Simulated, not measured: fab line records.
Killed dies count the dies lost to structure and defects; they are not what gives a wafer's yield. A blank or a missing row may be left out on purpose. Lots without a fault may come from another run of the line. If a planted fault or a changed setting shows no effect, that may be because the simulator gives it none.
Chamber matching :: flow n5_finfet :: N5_FIN_SAQP_HM_OPEN_33 on rie_diel-03 has 4 sister chambers
The step chemistry CH3F/O2, target SiNx, target depth 49.4 nm, time 70.6 s. 8 wafers are shown with their chamber, then 12 later ones without.

== WAFERS, EACH WITH ITS CHAMBER ==
wafer: L080.2
chamber: 3
showerhead_plenum_p_Torr (Torr): 2.05
throttle_valve_pct (%): 16.63

wafer: L082.6
chamber: 2
showerhead_plenum_p_Torr (Torr): 1.92
throttle_valve_pct (%): 16.53

wafer: L084.2
chamber: 0
showerhead_plenum_p_Torr (Torr): 2.07
throttle_valve_pct (%): 16.50

wafer: L084.5
chamber: 2
showerhead_plenum_p_Torr (Torr): 1.92
throttle_valve_pct (%): 16.51

wafer: L084.6
chamber: 1
showerhead_plenum_p_Torr (Torr): 1.96
throttle_valve_pct (%): 15.97

wafer: L086.2
chamber: 3
showerhead_plenum_p_Torr (Torr): 2.05
throttle_valve_pct (%): 16.68

wafer: L086.4
chamber: 0
showerhead_plenum_p_Torr (Torr): 2.06
throttle_valve_pct (%): 16.52

wafer: L086.6
chamber: 1
showerhead_plenum_p_Torr (Torr): 1.96
throttle_valve_pct (%): 15.98

== WAFERS WITH NO CHAMBER GIVEN ==
wafer: L088.1
showerhead_plenum_p_Torr (Torr): 2.06
throttle_valve_pct (%): 16.50

wafer: L088.2
showerhead_plenum_p_Torr (Torr): 1.92
throttle_valve_pct (%): 16.52

wafer: L088.4
showerhead_plenum_p_Torr (Torr): 2.05
throttle_valve_pct (%): 16.66

wafer: L090.2
showerhead_plenum_p_Torr (Torr): 1.92
throttle_valve_pct (%): 16.55

wafer: L090.3
showerhead_plenum_p_Torr (Torr): 1.95
throttle_valve_pct (%): 15.99

wafer: L090.4
showerhead_plenum_p_Torr (Torr): 1.91
throttle_valve_pct (%): 16.53

wafer: L093.4
showerhead_plenum_p_Torr (Torr): 2.06
throttle_valve_pct (%): 16.53

wafer: L093.5
showerhead_plenum_p_Torr (Torr): 1.95
throttle_valve_pct (%): 16.01

wafer: L093.6
showerhead_plenum_p_Torr (Torr): 2.05
throttle_valve_pct (%): 16.22

wafer: L094.2
showerhead_plenum_p_Torr (Torr): 2.05
throttle_valve_pct (%): 16.23

wafer: L094.3
showerhead_plenum_p_Torr (Torr): 1.95
throttle_valve_pct (%): 16.02

wafer: L094.4
showerhead_plenum_p_Torr (Torr): 2.06
throttle_valve_pct (%): 16.53

== WHICH CHAMBER EACH WENT THROUGH ==
wafer: L088.1
from the rows above: 0
in truth: 0

wafer: L088.2
from the rows above: 2
in truth: 2

wafer: L088.4
from the rows above: 3
in truth: 3

wafer: L090.2
from the rows above: 2
in truth: 2

wafer: L090.3
from the rows above: 1
in truth: 1

wafer: L090.4
from the rows above: 2
in truth: 2

wafer: L093.4
from the rows above: 0
in truth: 0

wafer: L093.5
from the rows above: 1
in truth: 1

wafer: L093.6
from the rows above: 0
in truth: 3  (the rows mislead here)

wafer: L094.2
from the rows above: 0
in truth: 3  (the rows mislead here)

wafer: L094.3
from the rows above: 1
in truth: 1

wafer: L094.4
from the rows above: 0
in truth: 0
Correct placement for 10 of the 12. Left unplaced by these rows: 0. Placed wrongly: 2.
How it was worked out, from the rows above alone: a wafer's distance from a chamber is the root of the sum, over the readings, of the square of ((its reading less the chamber's mean) divided by the reading's scatter). The wafer belongs to the nearest chamber; if the next one is less than 2 further off, it can't be placed. A chamber's mean is the mean of its shown wafers. The scatter: the root of (the sum of the squares of (reading less its chamber's mean) over the shown wafers, divided by (wafers less chambers)).
